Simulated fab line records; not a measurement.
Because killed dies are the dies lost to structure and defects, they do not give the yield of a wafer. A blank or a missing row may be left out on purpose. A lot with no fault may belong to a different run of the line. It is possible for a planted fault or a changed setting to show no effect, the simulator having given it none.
Problem report in the 8D (eight disciplines) form, filled by code | flow nand_harc | the parts of the form that need people (team, actions taken, sign-off) are left out

## 1. PROBLEM STATEMENT
NHARC_END_SORT_01, killed_dies: mean 617 over 1 wafer from 1 lot; wafers with no fault: 29, standard deviation 10. That is +59 standard deviations from the usual mean.
Earliest sighting: wafer L942.4 on prober-01 at day 24 09:44. The record holds 3 wafers of 1 lot with a number at this step. Rule for "out", or "out of limits": more than 4 standard deviations from the usual mean. Any other wafer with a number is counted as sound.

## 2. WHAT IT IS AND WHAT IT IS NOT
question                    | is                           | is not
which readings at this step | killed_dies, killed_at_array | killed_at_other, killed_at_periphery, killed_open, killed_short
which lots                  | L942                         | -
which wafers of those lots  | L942.4                       | L942.1, L942.6
read on which gauges        | prober-01                    | -
when                        | from day 24 09:44            | up to then (1 sound wafer); but 1 sound wafer of L942 came after

## 3. SUSPECTS, AND WHAT RULES EACH OUT
Counting: any tool at a process step up to the reading remains a suspect provided it ran every lot that is out. Sound lots after the first of them don't rule it out here, since some wafers of a struck lot are sound.
- ruled out: the gauge at NHARC_END_SORT_01. All the wafers that are out were read on prober-01, but those of them that NHARC_A_CONTACT_ETCH_106 has rows for are out there too, on other tools.
- rie_diel-11 at NHARC_A_CONTACT_ETCH_106 (etches the open film in CF4/O2, target depth 60 nm, overetch 6 nm, time 33 s): kept. It ran the lot that is out, L942 (day 21 22:41). On those wafers its own readings are out: oes_product_au.
- acl_dep-02 at NHARC_A_CONTACT_DEP_84 (deposits aC, target thk 2000 nm): kept. It ran the lot that is out, L942 (day 22 01:02).
- At NHARC_A_CONTACT_ETCH_106 on rie_diel-11, chamber 0 took the sound wafers of the same lots and chamber 2 took the wafers that are out.
Remaining after the count are rie_diel-11 at NHARC_A_CONTACT_ETCH_106 and acl_dep-02 at NHARC_A_CONTACT_DEP_84.

## 4. THE CAUSE (what the simulator had put in)
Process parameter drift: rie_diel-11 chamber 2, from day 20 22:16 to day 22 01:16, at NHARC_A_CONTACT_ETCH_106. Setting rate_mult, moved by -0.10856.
This tool is one of the 2 suspects left after counting.

## 5. THE CHAIN OF EFFECTS, in route order
One row per reading whose mean, taken over the struck wafers that have a number, lies over 3 standard deviations from the usual. Only readings whose record carries a usual standard deviation are examined. hours: median over the lots of the time between each lot's start at the first step of this table that gives one and its start at this step. sigmas: the change, counted in usual standard deviations.
hours | step                     | reading         | usual      | on struck wafers | change | sigmas
0     | NHARC_A_CONTACT_ETCH_106 | oes_product_au  | 1.001 a.u. | 0.933            | -0.068 | -5.2
59    | NHARC_END_SORT_01        | killed_at_array | 25         | 609              | +584   | +58
59    | NHARC_END_SORT_01        | killed_dies     | 29         | 617              | +588   | +59
Process steps it contains:
- NHARC_A_CONTACT_ETCH_106: etches the open film in CF4/O2, target depth 60 nm, overetch 6 nm, time 33 s.

## 6. WHAT WOULD HAVE CAUGHT IT SOONER
The first out-of-limits reading at a measuring or inspecting step in this record came at day 24 09:44, 83 hours after the fault's start at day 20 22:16.
The tool's own readings at NHARC_A_CONTACT_ETCH_106 were out on every struck wafer that the step has a row for (oes_product_au): an alarm limit on them would have fired on the first of those.
The start of NHARC_A_CONTACT_ETCH_106 on rie_diel-11 came by day 24 09:44 for every one of the lots that are out (1). A hold on the tool at that time would have spared none of them.
